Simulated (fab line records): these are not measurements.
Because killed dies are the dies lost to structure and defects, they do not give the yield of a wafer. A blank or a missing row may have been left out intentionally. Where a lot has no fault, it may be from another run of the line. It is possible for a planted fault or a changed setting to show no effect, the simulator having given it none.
Chamber matching	flow nandHarc	NHARC_P_GATE_DESCUM_93 on rieDiel-02 has 4 sister chambers
The step chemistry O2, time 3 s. 14 wafers are shown with their chamber, then 7 later ones without.

## WAFERS, EACH WITH ITS CHAMBER
wafer	chamber	rfVppV (V)	oesProductAu (a.u.)	throttleValvePct (%)
L084.3	3	58.8	1.006	11.329
L084.5	0	57.4	0.998	11.305
L084.6	3	57.9	1.001	11.303
L085.2	1	57.9	0.990	11.305
L085.3	0	57.8	1.003	11.303
L085.5	0	59.0	0.998	11.302
L091.2	2	56.8	0.987	11.305
L091.5	2	56.8	0.995	11.297
L091.6	3	58.7	0.993	11.319
L092.1	0	57.4	1.011	11.298
L092.4	2	57.6	0.992	11.320
L092.5	0	58.9	1.008	11.310
L093.1	1	57.9	0.986	11.307
L093.5	3	59.9	0.989	11.326

SIGNATURES (averages over the wafers above)
reading	chamber 0	chamber 1	chamber 2	chamber 3	scatter within a chamber
rfVppV	58.100	57.900	57.067	58.825	0.705
oesProductAu	1.00360	0.98800	0.99133	0.99725	0.00595
throttleValvePct	11.30360	11.30600	11.30733	11.31925	0.0087
Rule: for a wafer and a chamber, the distance is found by dividing, reading by reading, the gap between the wafer's reading and the chamber's mean by the reading's scatter, squaring, summing and taking the root. The wafer belongs to the nearest chamber; if the next one is less than 2 further off, it can't be placed. The scatter is the square root of a quotient: the sum, over the shown wafers, of each reading's squared deviation from its chamber's mean, divided by wafers minus chambers.

## WAFERS WITH NO CHAMBER GIVEN
wafer	rfVppV (V)	oesProductAu (a.u.)	throttleValvePct (%)
L093.6	56.6	1.000	11.318
L094.2	57.0	0.988	11.301
L094.3	57.5	1.004	11.311
L094.5	57.9	0.978	11.318
L096.1	58.6	1.010	11.315
L096.3	59.0	0.987	11.312
L096.5	58.0	0.982	11.316

## EACH ONE'S CHAMBER
wafer	from the rows above	in truth
L093.6	can't be placed: 2 or 0 or 1 or 3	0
L094.2	can't be placed: 2 or 1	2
L094.3	can't be placed: 0 or 2 or 3 or 1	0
L094.5	can't be placed: 1 or 2 or 3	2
L096.1	can't be placed: 0 or 3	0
L096.3	can't be placed: 1 or 3 or 2 or 0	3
L096.5	can't be placed: 1 or 2 or 3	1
Correct placement for 0 of the 7. Can't be placed from these rows: 7 (the true chamber is among the candidates in 7). 0 placed wrongly.
